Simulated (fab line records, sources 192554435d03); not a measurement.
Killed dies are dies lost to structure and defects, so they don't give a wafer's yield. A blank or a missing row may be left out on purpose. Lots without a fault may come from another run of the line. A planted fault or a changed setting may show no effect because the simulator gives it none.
A struck lot beside a sound one | flow n5_finfet | 15 steps out of a route of 1938
Sound: wafers L763.1, L763.5, L763.6. Struck: wafers L765.1, L765.2, L765.3. The cause comes at the end.
At each step with rows: each side's tool, then ch and its chambers, then its first start. Under that, the readings that differ: sound wafers | struck wafers | difference of the means | sigmas: that difference in standard deviations of wafers without a fault.
alike: readings whose means differ by less than 2 such deviations, and words and numbers that are the same on both sides. not compared: withheld readings, readings that some wafer has no value for, bounds like >300 that may hide the same value, and numbers for which the record gives no deviation and whose values overlap.
The two part at a step that has a row with sigmas, a row that says differs or no value, or rows on one side only. Numbers that don't overlap but have no deviation are shown without sigmas and don't part them. A reading that every wafer of one side lacks parts them only if that side has two wafers or more.

first, 7 steps without rows for these wafers: N5_PASSIVATION_COAT_38; N5_PASSIVATION_EBR_40; N5_PASSIVATION_SOFTBAKE_39 (time 120 s); N5_PASSIVATION_EXPOSE_41 (exposes mask PASS OPEN, defocus 0 nm, target cd 40000 nm); N5_PASSIVATION_PEB_42; N5_PASSIVATION_DEVELOP_43 (develop time 60 s); N5_PASSIVATION_HARDBAKE_45 (time 120 s).
N5_PASSIVATION_CD_MEAS_44: target cd 40000 nm.
  sound on cd_sem-02 ch 0, day 16 12:34; struck on cd_sem-03 ch 0, day 16 12:58
  alike: cd_nm
N5_PASSIVATION_OVL_MEAS_66:
  sound on overlay-01 ch 0, day 16 12:35; struck on overlay-01 ch 0, day 16 13:00
  reading            | sound    | struck | difference | sigmas
  PASS_OPEN_OVL (nm) | -1 -2 -6 | 6 6 8  | +10        | +2
N5_PASSIVATION_INSPECT_67: inspects for defects (macro).
  sound on defect_inspect-02, day 16 12:37; struck on defect_inspect-01, day 16 13:01
  alike: raw_defect_count
N5_PASSIVATION_DESCUM_46: chemistry O2, time 7.9 s.
  sound on rie_diel-02 ch 0,2,3, day 16 12:39; struck on rie_diel-05 ch 0,2,3, day 16 13:04
  alike: drypump_motor_current_A, oes_product_au, rf_vpp_V, showerhead_plenum_p_Torr, throttle_valve_pct
  not compared: rf_hours_counter_h
N5_PASSIVATION_PASS_ETCH_47: etches SiNx in CF4/O2, target depth 770 nm, time 385 s.
  sound on rie_diel-02 ch 0,2,3, day 16 12:41; struck on rie_diel-05 ch 0,2,3, day 16 13:05
  alike: bias_w, drypump_motor_current_A, oes_product_au, rf_vpp_V, showerhead_plenum_p_Torr, throttle_valve_pct
  not compared: rf_hours_counter_h
N5_PASSIVATION_ETCH_54: etches SiO2 in CHF3/O2, target depth 880 nm, time 440 s.
  sound on rie_diel-02 ch 0,2,3, day 16 12:55; struck on rie_diel-05 ch 0,2,3, day 16 13:19
  reading      | sound             | struck            | difference | sigmas
  bias_w (W)   | 170.2 170.2 169.6 | 184.9 184.9 184.7 | +14.8      | +30
  rf_vpp_V (V) | 534 538 539       | 577 562 564       | +31        | +4
  alike: drypump_motor_current_A, oes_product_au, showerhead_plenum_p_Torr, throttle_valve_pct
  not compared: rf_hours_counter_h, model.etch.depth_nm, model.PASSIVATION.feature_depth_nm
N5_PASSIVATION_STRIP_48: strips in O2.
  sound on rie_diel-02 ch 0,2,3, day 16 13:12; struck on rie_diel-05 ch 0,2,3, day 16 13:37
  alike: drypump_motor_current_A, oes_product_au, rf_vpp_V, showerhead_plenum_p_Torr, throttle_valve_pct
  not compared: rf_hours_counter_h
N5_PASSIVATION_PROBE_49:
  sound on prober-02, day 16 15:42; struck on prober-02, day 16 16:45
  reading               | sound       | struck      | difference | sigmas
  killed_at_other       | 2 0 1       | 5 13 10     | +8         | +3
  sort_bin_6_memory (%) | 2.3 1.9 1.6 | 3.1 3.7 3.1 | +1.4       | +2
  alike: defect_limited_yield, killed_at_M0_to_M3, killed_at_M4_up, killed_at_contacts, killed_at_front_end, killed_dies, killed_open, killed_short, sort_bin_5_function, sort_bin_8_speed, sort_n_pass

WHERE THEY PART
First at N5_PASSIVATION_OVL_MEAS_66; last, within this record, at N5_PASSIVATION_PROBE_49.

WHY: what the simulator had put in
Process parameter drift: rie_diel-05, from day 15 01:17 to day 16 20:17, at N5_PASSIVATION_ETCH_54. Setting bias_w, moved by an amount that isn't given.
